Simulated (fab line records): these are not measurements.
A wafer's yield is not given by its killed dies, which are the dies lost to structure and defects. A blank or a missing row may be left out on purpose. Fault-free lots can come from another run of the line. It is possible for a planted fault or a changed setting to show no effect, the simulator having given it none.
Chamber matching | flow n5 finfet | N5_BEOL_M4_STRIP_66 on rie diel-02: 4 sister chambers
The step strips in CF4. 14 wafers are shown with their chamber, then 7 later ones without.

WAFERS, EACH WITH ITS CHAMBER
wafer  | chamber | showerhead plenum p Torr (Torr) | throttle valve pct (%) | oes product au (a.u.)
L380.1 | 0       | 1.79                            | 13.73                  | 0.70
L380.3 | 2       | 1.75                            | 13.57                  | 0.87
L380.5 | 0       | 1.79                            | 13.74                  | 0.71
L381.3 | 1       | 1.73                            | 13.69                  | 0.75
L381.5 | 3       | 1.86                            | 13.26                  | 0.76
L381.6 | 2       | 1.75                            | 13.59                  | 0.86
L382.1 | 2       | 1.75                            | 13.59                  | 0.85
L382.2 | 3       | 1.86                            | 13.30                  | 0.75
L382.6 | 0       | 1.79                            | 13.75                  | 0.70
L385.1 | 3       | 1.86                            | 13.32                  | 0.75
L385.2 | 0       | 1.78                            | 13.77                  | 0.69
L385.3 | 2       | 1.75                            | 13.59                  | 0.84
L387.4 | 1       | 1.72                            | 13.71                  | 0.73
L387.5 | 3       | 1.86                            | 13.33                  | 0.75

SIGNATURES (averages over the wafers above)
reading                  | chamber 0 | chamber 1 | chamber 2 | chamber 3 | scatter within a chamber
showerhead plenum p Torr | 1.7875    | 1.7250    | 1.7500    | 1.8600    | 0.00354
throttle valve pct       | 13.7475   | 13.7000   | 13.5850   | 13.3025   | 0.0206
oes product au           | 0.7000    | 0.7400    | 0.8550    | 0.7525    | 0.00987
Rule: for a wafer and a chamber, the distance is found by dividing, reading by reading, the gap between the wafer's reading and the chamber's mean by the reading's scatter, squaring, summing and taking the root. The wafer belongs to the nearest chamber; if the next one is less than 2 further off, it can't be placed. The scatter: take each reading less its chamber's mean, square it, sum over the shown wafers, divide by the number of wafers less the number of chambers, and take the root.

WAFERS WHOSE CHAMBER IS MISSING
wafer  | showerhead plenum p Torr (Torr) | throttle valve pct (%) | oes product au (a.u.)
L387.6 | 1.78                            | 13.78                  | 0.70
L399.3 | 1.72                            | 13.77                  | 0.72
L399.4 | 1.74                            | 13.68                  | 0.81
L399.5 | 1.72                            | 13.79                  | 0.72
L400.2 | 1.72                            | 13.79                  | 0.72
L400.3 | 1.85                            | 13.39                  | 0.72
L400.5 | 1.77                            | 13.83                  | 0.67

THE CHAMBER EACH PASSED THROUGH
wafer  | from the rows above     | in truth
L387.6 | 0                       | 0
L399.3 | 1                       | 1
L399.4 | can't be placed: 2 or 1 | 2
L399.5 | 1                       | 1
L400.2 | 1                       | 1
L400.3 | 3                       | 3
L400.5 | 0                       | 0
Placed correctly: 6 of 7. Unplaceable from these rows: 1, with the true chamber sitting among the candidates in 1. Wrongly placed: 0.
